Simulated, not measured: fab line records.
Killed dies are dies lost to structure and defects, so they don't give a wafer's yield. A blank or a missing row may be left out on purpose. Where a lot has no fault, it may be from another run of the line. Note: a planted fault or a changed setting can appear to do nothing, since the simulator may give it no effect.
Comparing a struck lot with a sound one ; flow nand-harc ; 39 out of 1302 route steps
Sound: wafers L864.2, L864.3, L864.4. Struck: wafers L862.3, L862.5, L862.6. The cause is given at the end.
At each step with rows: each side's tool, then ch and its chambers, then its first start. Under that, the readings that differ: sound wafers ; struck wafers ; difference of the means ; sigmas: that difference in standard deviations of wafers without a fault.
alike: a reading whose means differ by less than 2 such deviations, as well as words and numbers matching on both sides. not compared: withheld readings; readings where some wafer has no value; bounds like >300 that might hide an equal value; numbers whose values overlap and for which the record gives no deviation.
The two part at a step that has a row with sigmas, a row that says differs or no value, or rows on one side only. When numbers do not overlap yet have no deviation, they are printed without sigmas and do not part them. A reading missing from all wafers of one side parts the sides only when that side holds two or more wafers.

first, 1 step without rows for these wafers: NHARC_P_BONDPAD_DEVELOP_08 (time 50 s).
NHARC_P_BONDPAD_CD_MEAS_09: the cd target is 500 nm.
  sound on cd-sem-02 ch 0, day 12 00:32; struck on cd-sem-02 ch 0, day 10 21:32
  alike: cd-nm
NHARC_P_BONDPAD_OVL_MEAS_38:
  sound on overlay-02 at day 12 00:38; struck on overlay-01 at day 10 21:37
reading;sound;struck;difference;sigmas
overlay-x-nm (nm);-11 -12 -12;9 9 8;+20;+4
  alike: overlay-y-nm
then, 4 steps without rows for these wafers: NHARC_P_BONDPAD_HARDBAKE_10 (time 65 s); NHARC_P_BONDPAD_DESCUM_11 (chemistry O2, time 3 s); NHARC_P_BONDPAD_ETCH_37 (etches the open film in N2/H2, target depth 60 nm, overetch 18 nm, time 65.91 s); NHARC_P_BONDPAD_ETCH_12 (etches the open film in CHF3/O2, target depth 200 nm, time 100 s).
NHARC_P_BONDPAD_CD_MEAS_13:
  sound on cd-sem-03 at day 12 01:04; struck on cd-sem-01 at day 10 22:04
  alike: cd-nm
then, 4 steps without rows for these wafers: NHARC_P_BONDPAD_STRIP_15 (strips in O2); NHARC_P_BONDPAD_ETCH_24 (etches the open film in CF4/N2, target depth 30 nm, time 72.99 s); NHARC_P_BONDPAD_STRIP_16 (strips in post etch residue remover, time 600 s); NHARC_P_BONDPAD_DEGAS_25 (time 60 s).
NHARC_P_BONDPAD_PRE_CLEAN_26: time 30 s.
  sound on pvd-sputter-03 at day 12 01:44; struck on pvd-sputter-02 at day 10 22:44
  alike: heater-power-w
NHARC_P_BONDPAD_PVD_17: deposits TaN, target thk 5 nm, time 8.06 s.
  sound on pvd-sputter-03; struck on pvd-sputter-02
  alike: throttle-valve-pct
NHARC_P_BONDPAD_PVD_27: deposits Cu, target thk 30 nm, time 20.49 s.
  sound on pvd-sputter-03; struck on pvd-sputter-02
  alike: throttle-valve-pct
then, 2 steps without rows for these wafers: NHARC_P_BONDPAD_ECD_18 (material Cu, target thk 400 nm); NHARC_P_BONDPAD_ANNEAL_28 (time 90 s).
NHARC_P_BONDPAD_CMP_19: polishes, t overpolish 30 s, cu recess touch 16 s, target thk 160.81 nm.
  sound on cmp-03 ch 0,1,3, day 12 02:46; struck on cmp-04 ch 0,1,2, day 10 23:51
  alike: motor-current-A, overpolish-run-s
NHARC_P_BONDPAD_THK_MEAS_20: measures by xrf.
  sound on film-metro-02 at day 12 03:06; struck on film-metro-01 at day 11 00:05
  alike: thk-nm
then, 15 steps without rows for these wafers: NHARC_P_BONDPAD_SRD_21 (time 30 s, dry time 20 s); NHARC_P_BONDPAD_ACTIVATE_29 (chemistry N2, time 60 s); NHARC_P_BONDPAD_PRECLEAN_30 (cleans in DIW, time 300 s); NHARC_P_BONDPAD_SRD_31 (time 30 s, dry time 20 s); NHARC_A_ZERO_WELL_PRECLEAN_00 (cleans in SPM, time 600 s); NHARC_A_ZERO_WELL_SRD_01; NHARC_A_ZERO_WELL_DEHYDRATE_02 (time 120 s); NHARC_A_ZERO_WELL_HMDS_03 (time 30 s); NHARC_A_ZERO_WELL_COAT_18 (time 65 s); NHARC_A_ZERO_WELL_COAT_04 (resist thk 600 nm); NHARC_A_ZERO_WELL_SOFTBAKE_05 (time 70 s); NHARC_A_ZERO_WELL_EBR_06; NHARC_A_ZERO_WELL_EXPOSE_07 (exposes mask A ZERO); NHARC_A_ZERO_WELL_PEB_08 (peb time 80 s); NHARC_A_ZERO_WELL_DEVELOP_09 (time 50 s).
NHARC_A_ZERO_WELL_CD_MEAS_10: the cd target is 2000 nm.
  sound on cd-sem-02 ch 0, day 12 04:29; struck on cd-sem-01 ch 0, day 11 01:37
  alike: cd-nm
then, 1 step without rows for these wafers: NHARC_A_ZERO_WELL_HARDBAKE_11 (time 65 s).
NHARC_A_ZERO_WELL_DESCUM_12: chemistry O2, time 3 s.
  sound on rie-diel-09 ch 2,3, day 12 04:38; struck on rie-diel-09 ch 0,1,3, day 11 01:48
  alike: drypump-motor-current-A, oes-product-au, rf-vpp-V, showerhead-plenum-p-Torr, throttle-valve-pct
  not compared: rf-hours-counter-h
NHARC_A_ZERO_WELL_ETCH_19: etches the open film in N2/H2, target depth 80 nm, overetch 24 nm, time 87.88 s.
  sound on rie-diel-09 ch 2,3, day 12 04:45; struck on rie-diel-09 ch 1,2, day 11 01:52
  alike: bias-w, drypump-motor-current-A, oes-product-au, rf-vpp-V, showerhead-plenum-p-Torr, throttle-valve-pct
  not compared: rf-hours-counter-h
-- record jumps: 18 days between struck wafers' starts before vs after; left off in module A_ZERO_WELL, resumes in module END, first step shown is number 1302 of the route --
NHARC_END_SORT_01:
  sound on prober-01 ch 0, day 30 03:59; struck on prober-02 ch 0, day 28 17:42
reading;sound;struck;difference;sigmas
defect-limited-yield (%);92.3;86.3 79.2 85.2;-8.7;-4
killed-at-periphery;2;32 90 31;+49;+21
killed-dies;52;93 141 100;+59;+3
  alike: killed-at-array, killed-at-other, killed-open, killed-short

WHERE THEY PART
Last at NHARC_END_SORT_01 as far as this record goes, first at NHARC_P_BONDPAD_OVL_MEAS_38.

WHY: what the simulator had put in
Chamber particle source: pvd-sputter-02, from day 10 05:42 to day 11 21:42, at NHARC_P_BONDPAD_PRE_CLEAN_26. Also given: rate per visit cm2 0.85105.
